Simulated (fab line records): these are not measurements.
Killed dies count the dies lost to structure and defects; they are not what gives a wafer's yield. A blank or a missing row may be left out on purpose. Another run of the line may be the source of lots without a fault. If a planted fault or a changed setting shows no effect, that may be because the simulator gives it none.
Split-lot trial || flow n5-finfet || 21 wafers read across 7 lots, on a route 1938 steps long

SPLIT DETAILS
At N5_BEOL_M12_COAT_04 (resist thk 400 nm), the setting spin-rpm was moved away from the recipe's 1625 rpm on 10 of the 21 wafers read, by -9.9% to +9.8%. All remaining wafers had this setting at the recipe value.

FROM THE SPLIT TO THE READING: what the file shows between them, 5 steps
- N5_BEOL_M12_PEB_08: peb time 90 s (also split here: peb-time-s)
- N5_BEOL_M12_DEVELOP_09: develop time 45 s
- N5_BEOL_M12_HARDBAKE_14: time 120 s
- N5_BEOL_M12_DESCUM_15: chemistry O2, time 7.9 s
- N5_BEOL_M12_ETCH_59: etches BARC in N2/H2, target depth 89 nm, overetch 26.7 nm, time 67.9 s

THE READING
coat_of_BEOL_M12_COAT_04.thk-nm (the simulator's own value, which no gauge read), in nm, at N5_BEOL_M12_VIA_ETCH_16 (etches SiOC in C4F8/O2/Ar, target depth 724.8 nm). There is no usual value for it anywhere in the file. Across the 11 wafers here that went through the recipe, the average is 122.6 nm and the standard deviation 3.2 nm.

{"wafer": "L074.2", "tool, chamber at the split": "litho-track-03, 0", "spin-rpm as run, rpm": 1776, "against the recipe": "+9.3%", "coat_of_BEOL_M12_COAT_04.thk-nm, nm": 103.6, "against lot-mates on the recipe": -13.8}
{"wafer": "L074.5", "tool, chamber at the split": "litho-track-03, 0", "spin-rpm as run, rpm": 1625, "against the recipe": "recipe", "coat_of_BEOL_M12_COAT_04.thk-nm, nm": 117.4, "against lot-mates on the recipe": "-"}
{"wafer": "L074.6", "tool, chamber at the split": "litho-track-03, 0", "spin-rpm as run, rpm": 1776, "against the recipe": "+9.3%", "coat_of_BEOL_M12_COAT_04.thk-nm, nm": 98.4, "against lot-mates on the recipe": -19.0}
{"wafer": "L076.2", "tool, chamber at the split": "litho-track-03, 0", "spin-rpm as run, rpm": 1625, "against the recipe": "recipe", "coat_of_BEOL_M12_COAT_04.thk-nm, nm": 126.4, "against lot-mates on the recipe": "-"}
{"wafer": "L076.3", "tool, chamber at the split": "litho-track-03, 0", "spin-rpm as run, rpm": 1625, "against the recipe": "recipe", "coat_of_BEOL_M12_COAT_04.thk-nm, nm": 124, "against lot-mates on the recipe": "-"}
{"wafer": "L076.5", "tool, chamber at the split": "litho-track-03, 0", "spin-rpm as run, rpm": 1625, "against the recipe": "recipe", "coat_of_BEOL_M12_COAT_04.thk-nm, nm": 118.6, "against lot-mates on the recipe": "-"}
{"wafer": "L078.1", "tool, chamber at the split": "litho-track-03, 0", "spin-rpm as run, rpm": 1625, "against the recipe": "recipe", "coat_of_BEOL_M12_COAT_04.thk-nm, nm": 121.4, "against lot-mates on the recipe": "-"}
{"wafer": "L078.2", "tool, chamber at the split": "litho-track-03, 0", "spin-rpm as run, rpm": 1480, "against the recipe": "-8.9%", "coat_of_BEOL_M12_COAT_04.thk-nm, nm": 142.6, "against lot-mates on the recipe": "+21.2"}
{"wafer": "L078.6", "tool, chamber at the split": "litho-track-03, 0", "spin-rpm as run, rpm": 1480, "against the recipe": "-8.9%", "coat_of_BEOL_M12_COAT_04.thk-nm, nm": 136, "against lot-mates on the recipe": "+14.6"}
{"wafer": "L085.4", "tool, chamber at the split": "litho-track-03, 0", "spin-rpm as run, rpm": 1784, "against the recipe": "+9.8%", "coat_of_BEOL_M12_COAT_04.thk-nm, nm": 104.4, "against lot-mates on the recipe": -13.8}
{"wafer": "L085.5", "tool, chamber at the split": "litho-track-03, 0", "spin-rpm as run, rpm": 1625, "against the recipe": "recipe", "coat_of_BEOL_M12_COAT_04.thk-nm, nm": 118.2, "against lot-mates on the recipe": "-"}
{"wafer": "L085.6", "tool, chamber at the split": "litho-track-03, 0", "spin-rpm as run, rpm": 1784, "against the recipe": "+9.8%", "coat_of_BEOL_M12_COAT_04.thk-nm, nm": 100, "against lot-mates on the recipe": -18.2}
{"wafer": "L089.3", "tool, chamber at the split": "litho-track-05, 0", "spin-rpm as run, rpm": 1464, "against the recipe": "-9.9%", "coat_of_BEOL_M12_COAT_04.thk-nm, nm": 149.2, "against lot-mates on the recipe": "+23.8"}
{"wafer": "L089.4", "tool, chamber at the split": "litho-track-05, 0", "spin-rpm as run, rpm": 1625, "against the recipe": "recipe", "coat_of_BEOL_M12_COAT_04.thk-nm, nm": 125.4, "against lot-mates on the recipe": "-"}
{"wafer": "L089.5", "tool, chamber at the split": "litho-track-05, 0", "spin-rpm as run, rpm": 1464, "against the recipe": "-9.9%", "coat_of_BEOL_M12_COAT_04.thk-nm, nm": 144, "against lot-mates on the recipe": "+18.6"}
{"wafer": "L092.3", "tool, chamber at the split": "litho-track-05, 0", "spin-rpm as run, rpm": 1625, "against the recipe": "recipe", "coat_of_BEOL_M12_COAT_04.thk-nm, nm": 126.4, "against lot-mates on the recipe": "-"}
{"wafer": "L092.4", "tool, chamber at the split": "litho-track-05, 0", "spin-rpm as run, rpm": 1625, "against the recipe": "recipe", "coat_of_BEOL_M12_COAT_04.thk-nm, nm": 123, "against lot-mates on the recipe": "-"}
{"wafer": "L092.6", "tool, chamber at the split": "litho-track-05, 0", "spin-rpm as run, rpm": 1625, "against the recipe": "recipe", "coat_of_BEOL_M12_COAT_04.thk-nm, nm": 122.4, "against lot-mates on the recipe": "-"}
{"wafer": "L094.1", "tool, chamber at the split": "litho-track-05, 0", "spin-rpm as run, rpm": 1501, "against the recipe": "-7.6%", "coat_of_BEOL_M12_COAT_04.thk-nm, nm": 142.8, "against lot-mates on the recipe": "+17.4"}
{"wafer": "L094.2", "tool, chamber at the split": "litho-track-05, 0", "spin-rpm as run, rpm": 1625, "against the recipe": "recipe", "coat_of_BEOL_M12_COAT_04.thk-nm, nm": 125.4, "against lot-mates on the recipe": "-"}
{"wafer": "L094.6", "tool, chamber at the split": "litho-track-05, 0", "spin-rpm as run, rpm": 1501, "against the recipe": "-7.6%", "coat_of_BEOL_M12_COAT_04.thk-nm, nm": 140.4, "against lot-mates on the recipe": "+15.0"}

THE FIT
A straight line over all 21 wafers: coat_of_BEOL_M12_COAT_04.thk-nm changes by -2.23 nm for each +1% of spin-rpm; r = -0.97; the points scatter about the line by 3.3 nm.
The same after taking each lot's own level away (the mean of its wafers on the recipe; 21 wafers): -1.9 nm for each +1%; r = -0.98; scatter 2.5 nm.
According to that fit, moving spin-rpm by its largest amount changes the reading by 19 nm.
The span of the lots' own levels, 117.40 to 125.40 nm, comes to 2.5 times the standard deviation stated above.
In other words, the slope is changed by the lot-to-lot level; the two fits disagree.
Check: for one of the wafers moved furthest among these (-9.9%), held out of the fit, the line's prediction against its lot-mates is +19 nm. It came out at +23.8 nm against them.

THESE WAFERS: OTHER SPLITS
Other splits were also applied to these wafers ahead of the reading. Each is held against what the fit with the lots' levels taken away leaves over:
{"other split on the same wafers": "N5_BEOL_M9_ALD_74 ald-cycles", "wafers away from the commonest value": 8, "r with coat_of_BEOL_M12_COAT_04.thk-nm (lot level and that fit taken away)": -0.09}
{"other split on the same wafers": "N5_BEOL_M10_VIA_ETCH_34 source-w", "wafers away from the commonest value": 9, "r with coat_of_BEOL_M12_COAT_04.thk-nm (lot level and that fit taken away)": -0.09}
{"other split on the same wafers": "N5_BEOL_M10_ETCH_41 source-w", "wafers away from the commonest value": 8, "r with coat_of_BEOL_M12_COAT_04.thk-nm (lot level and that fit taken away)": "+0.15"}
{"other split on the same wafers": "N5_BEOL_M12_PEB_08 peb-time-s", "wafers away from the commonest value": 3, "r with coat_of_BEOL_M12_COAT_04.thk-nm (lot level and that fit taken away)": -0.03}

THE WHOLE CHAIN: every reading that the file lists as answering this split, in the file's order
{"step": "N5_BEOL_M12_COAT_04", "what it does": "resist thk 400 nm", "reading": "coat_of_BEOL_M12_COAT_04.thk-nm (the simulator's own value, which no gauge read)", "change (the file's fit)": "-2.03 nm for each +1% of the setting", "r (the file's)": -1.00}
{"step": "N5_BEOL_M12_VIA_ETCH_16", "what it does": "etches SiOC in C4F8/O2/Ar, target depth 724.8 nm", "reading": "coat_of_BEOL_M12_COAT_04.thk-nm (the simulator's own value, which no gauge read)", "change (the file's fit)": "-1.92 nm for each +1% of the setting", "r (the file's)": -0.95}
{"step": "N5_BEOL_M12_STRIP_63", "what it does": "strips in N2/H2", "reading": "strip-time-to-endpoint-s", "change (the file's fit)": "withheld for each +1% of the setting", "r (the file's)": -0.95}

FILE'S OWN FIT
coat_of_BEOL_M12_COAT_04.thk-nm changes by -1.92 nm for each +1% of spin-rpm, r = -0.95.
